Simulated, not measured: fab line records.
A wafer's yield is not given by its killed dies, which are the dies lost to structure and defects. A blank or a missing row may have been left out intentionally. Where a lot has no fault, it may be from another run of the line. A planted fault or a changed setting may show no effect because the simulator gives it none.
A struck lot beside a sound one + flow n5-finfet + 19 out of 1938 route steps
Sound: the wafers L670.1, L670.3, L670.5. Struck: wafer L679.5. (L679.1, L679.3 of the same lot were not struck and are left out.) The cause comes at the end.
Order at every step that has rows: each side's tool, ch and its chambers, its first start. Under that, the readings that differ: sound wafers + struck wafers + difference of the means + sigmas: that difference in standard deviations of wafers without a fault.
alike: same words and numbers on both sides, and readings whose means sit less than 2 such deviations apart. not compared: any withheld reading, any reading some wafer has no value for, any bound like >300 that may hide the same value, and any number with overlapping values for which the record gives no deviation.
The two part at a step that has a row with sigmas, a row that says differs or no value, or rows on one side only. Non-overlapping numbers with no deviation appear without sigmas and do not part them. A reading that every wafer of one side lacks parts them only if that side has two wafers or more.

N5_BEOL_M12_ETCH_67: etches SiARC in CF4, target depth 143 nm, time 238.3 s.
  sound on rie-diel-02 ch 0,1,2, day 11 05:10; struck on rie-diel-02 ch 2, day 14 05:46
  alike: drypump-motor-current-A, etch-rf-on-time-s, oes-product-au, rf-vpp-V, showerhead-plenum-p-Torr, throttle-valve-pct
  not compared: rf-hours-counter-h
N5_BEOL_M12_ETCH_68: etches SOC in N2/H2, time 285 s.
  sound on rie-diel-02 ch 0,1,2, day 11 05:19; struck on rie-diel-02 ch 2, day 14 05:55
  alike: drypump-motor-current-A, h2-flow-sccm, oes-product-au, rf-vpp-V, showerhead-plenum-p-Torr, throttle-valve-pct
  not compared: rf-hours-counter-h
then, 3 steps without rows for these wafers: N5_BEOL_M12_STRIP_69 (strips in N2/H2); N5_BEOL_M12_TRENCH_ETCH_34 (etches SiOC in C4F8/O2/Ar, target depth 318.95 nm, time 125.5 s); N5_BEOL_M12_STRIP_70 (strips in C4F8/O2/Ar).
N5_BEOL_M12_OCD_MEAS_35:
  struck on ocd-02, day 14 06:15; sound on ocd-02, day 11 05:39
  alike: trench-depth-nm
then, 1 step without rows for these wafers: N5_BEOL_M12_STRIP_37 (strips in N2/H2).
N5_BEOL_M12_ETCH_38: etches SiCN in CF4/N2, target depth 68.7 nm, time 73.4 s.
  sound on rie-diel-03 ch 0,1,2, day 11 05:55; struck on rie-diel-03 ch 3, day 14 06:22
  alike: drypump-motor-current-A, oes-product-au, rf-vpp-V, showerhead-plenum-p-Torr, throttle-valve-pct
  not compared: rf-hours-counter-h
then, 3 steps without rows for these wafers: N5_BEOL_M12_PRECLEAN_39 (cleans in residue remover, time 60 s); N5_BEOL_M12_SRD_40 (time 30 s, dry time 30 s); N5_BEOL_M12_DEGAS_41 (time 60 s).
N5_BEOL_M12_PRE_CLEAN_42: time 30 s.
  struck on pvd-sputter-01, day 14 07:19; sound on pvd-sputter-01, day 11 06:31
  alike: heater-power-w
N5_BEOL_M12_SPUTTER_43: material TaN, target thk 15 nm, time 24.19 s.
  struck on pvd-sputter-01, day 14 07:22; sound on pvd-sputter-01, day 11 06:33
| reading                                      | sound          | struck | difference | sigmas |
|----------------------------------------------|----------------|--------|------------|--------|
| model.TaN_of_BEOL_M12_SPUTTER_43.thk-nm (nm) | 14.8 14.8 14.6 | 23     | +8         |        |
  alike: cathode-dc-power-W, throttle-valve-pct
then, 1 step without rows for these wafers: N5_BEOL_M12_SPUTTER_44 (material Ta, target thk 10 nm, time 16.13 s).
N5_BEOL_M12_SPUTTER_45: material Cu, target thk 80 nm, time 13.33 s.
  struck on pvd-sputter-01, day 14 07:31; sound on pvd-sputter-01, day 11 06:43
  alike: cathode-dc-power-W, chuck-sensor-temp-C, throttle-valve-pct
then, 2 steps without rows for these wafers: N5_BEOL_M12_ECD_47 (material Cu, target thk 720 nm); N5_BEOL_M12_ANNEAL_48 (time 90 s).
N5_BEOL_M12_CMP_49: polishes, stops on SiOC, t overpolish 20.6 s, target thk 320 nm.
  sound on cmp-01 ch 1,2,3, day 11 08:10; struck on cmp-01 ch 2, day 14 08:05
| reading                                 | sound             | struck | difference | sigmas |
|-----------------------------------------|-------------------|--------|------------|--------|
| barrier-field-endpoint-s (s)            | 30.2 29.4 29.6    | 40.8   | +11.1      | +15    |
| model.Cu_of_BEOL_M12_ECD_47.thk-nm (nm) | 317.4 322.6 315.6 | 313.2  | -5.3       |        |
  alike: motor-current-A, retaining-ring-pressure-frac
N5_BEOL_M12_THK_MEAS_50: measures by xrf.
  struck on film-metro-02, day 14 08:23; sound on film-metro-01, day 11 08:27
  alike: M12_THK

== WHERE THEY PART ==
Only at N5_BEOL_M12_CMP_49, within this record. Later steps at which nothing parts them and some readings are alike: N5_BEOL_M12_THK_MEAS_50.

WHY: what the simulator had put in
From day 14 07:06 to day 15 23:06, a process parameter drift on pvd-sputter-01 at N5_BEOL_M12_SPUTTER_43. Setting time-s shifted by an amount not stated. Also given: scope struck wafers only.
